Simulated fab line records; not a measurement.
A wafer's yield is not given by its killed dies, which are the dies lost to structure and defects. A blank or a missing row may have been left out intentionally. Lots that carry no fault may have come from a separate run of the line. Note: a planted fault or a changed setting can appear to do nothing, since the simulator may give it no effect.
Lot-split experiment ; flow n5_finfet ; 21 wafers read across 7 lots, on a route 1938 steps long

THE SPLIT
At N5_BEOL_M11_PECVD_70 (deposits SiO2 from TEOS/O2, target thk 20 nm, time 22.7 s), the setting temp_c was moved away from the recipe's 400 C on 11 of the 21 wafers read, by -2.6% to +3.9%. For the rest of the wafers, this setting stayed at what the recipe calls for.

FROM THE SPLIT TO THE READING: what the file shows between them, 11 steps
- N5_BEOL_M11_COAT_59: time 60 s, resist thk 100 nm (also split here: spin_rpm)
- N5_BEOL_M11_COAT_60: time 60 s, resist thk 30 nm
- N5_BEOL_M11_COAT_05: resist thk 90 nm
- N5_BEOL_M11_DESCUM_16: chemistry O2, time 7.9 s
- N5_BEOL_M11_ETCH_61: etches SiARC in CF4, target depth 39 nm, time 65 s
- N5_BEOL_M11_ETCH_62: etches SOC in N2/H2, target depth 110 nm, overetch 22 nm, time 165 s
- N5_BEOL_M11_STRIP_68: strips in N2/H2
- N5_BEOL_M11_STRIP_67: strips in CF4
- N5_BEOL_M11_HM_OPEN_17: chemistry Cl2/BCl3, target TiN, target depth 20 nm, overetch 6 nm
- N5_BEOL_M11_STRIP_19: strips in O2
- N5_BEOL_M11_STRIP_77: strips in N2/H2, time 10 s

THE READING
SiO2_of_BEOL_M11_PECVD_70.thk_nm (the simulator's own value, which no gauge read), in nm, at N5_BEOL_M11_HM_STRIP_39 (strips TiN in peroxide tin strip, target depth 25 nm, time 158 s). No usual value for it is given in the file. Across the 10 wafers here that went through the recipe, the average is 19.9 nm and the standard deviation 0.18 nm.

wafer;tool, chamber at the split;temp_c as run, C;against the recipe;SiO2_of_BEOL_M11_PECVD_70.thk_nm, nm;against lot-mates on the recipe
L085.2;pecvd-02, 0;400;recipe;19.6;-
L085.4;pecvd-02, 1;400;recipe;20;-
L085.6;pecvd-02, 2;400;recipe;20;-
L090.2;pecvd-01, 1;389.7;-2.6%;21.2;+1.4
L090.3;pecvd-01, 2;400;recipe;19.8;-
L090.5;pecvd-01, 1;389.7;-2.6%;21.4;+1.6
L091.1;pecvd-02, 2;395.2;-1.2%;20.8;+1.0
L091.3;pecvd-02, 0;395.2;-1.2%;20.6;+0.8
L091.6;pecvd-02, 0;400;recipe;19.8;-
L092.1;pecvd-02, 1;407.7;+1.9%;19;-1.2
L092.5;pecvd-02, 2;407.7;+1.9%;19.6;-0.6
L092.6;pecvd-02, 1;400;recipe;20.2;-
L094.2;pecvd-01, 0;400;recipe;20;-
L094.3;pecvd-01, 2;410.8;+2.7%;18;-2.0
L094.5;pecvd-01, 0;410.8;+2.7%;18.6;-1.4
L095.1;pecvd-02, 2;415.5;+3.9%;17.8;no lot-mate on the recipe
L095.2;pecvd-02, 0;415.5;+3.9%;17.6;no lot-mate on the recipe
L095.5;pecvd-02, 2;415.5;+3.9%;18.2;no lot-mate on the recipe
L096.2;pecvd-01, 2;400;recipe;19.8;-
L096.5;pecvd-01, 2;400;recipe;19.8;-
L096.6;pecvd-01, 0;400;recipe;20.2;-

THE FIT
A straight line over all 21 wafers: SiO2_of_BEOL_M11_PECVD_70.thk_nm changes by -0.535 nm for each +1% of temp_c; r = -0.97; the points scatter about the line by 0.26 nm.
The same after taking each lot's own level away (the mean of its wafers on the recipe; 18 wafers): -0.592 nm for each +1%; r = -0.97; scatter 0.22 nm.
The reading moves by 2.3 nm for the largest change in temp_c, on that fit.
The span of the lots' own levels, 19.80 to 20.20 nm, comes to 2.2 times the standard deviation stated above.
The two slopes are in agreement: the lot-to-lot level therefore moves the slope only a little.
Check: for one of the wafers moved furthest among these (+2.7%), held out of the fit, the line's prediction against its lot-mates is -1.43 nm. Against them it came out at -2 nm.

ADDITIONAL SPLITS CARRIED BY THESE WAFERS
These wafers also went through other splits before the reading. Each is held against what the fit with the lots' levels taken away leaves over:
other split on the same wafers;wafers away from the commonest value;r with SiO2_of_BEOL_M11_PECVD_70.thk_nm (lot level and that fit taken away)
N5_BEOL_M9_TRENCH_ETCH_37 source_w;5;-0.26
N5_BEOL_M11_COAT_59 spin_rpm;9;+0.12

THE WHOLE CHAIN: every reading that the file lists as answering this split, in the file's order
step;what it does;reading;change (the file's fit);r (the file's)
N5_BEOL_M11_PECVD_70;deposits SiO2 from TEOS/O2, target thk 20 nm, time 22.7 s;SiO2_of_BEOL_M11_PECVD_70.thk_nm (the simulator's own value, which no gauge read);-0.597 nm for each +1% of the setting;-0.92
N5_BEOL_M11_HM_STRIP_39;strips TiN in peroxide tin strip, target depth 25 nm, time 158 s;SiO2_of_BEOL_M11_PECVD_70.thk_nm (the simulator's own value, which no gauge read);-0.591 nm for each +1% of the setting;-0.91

FILE'S OWN FIT
SiO2_of_BEOL_M11_PECVD_70.thk_nm changes by -0.591 nm for each +1% of temp_c, r = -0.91.
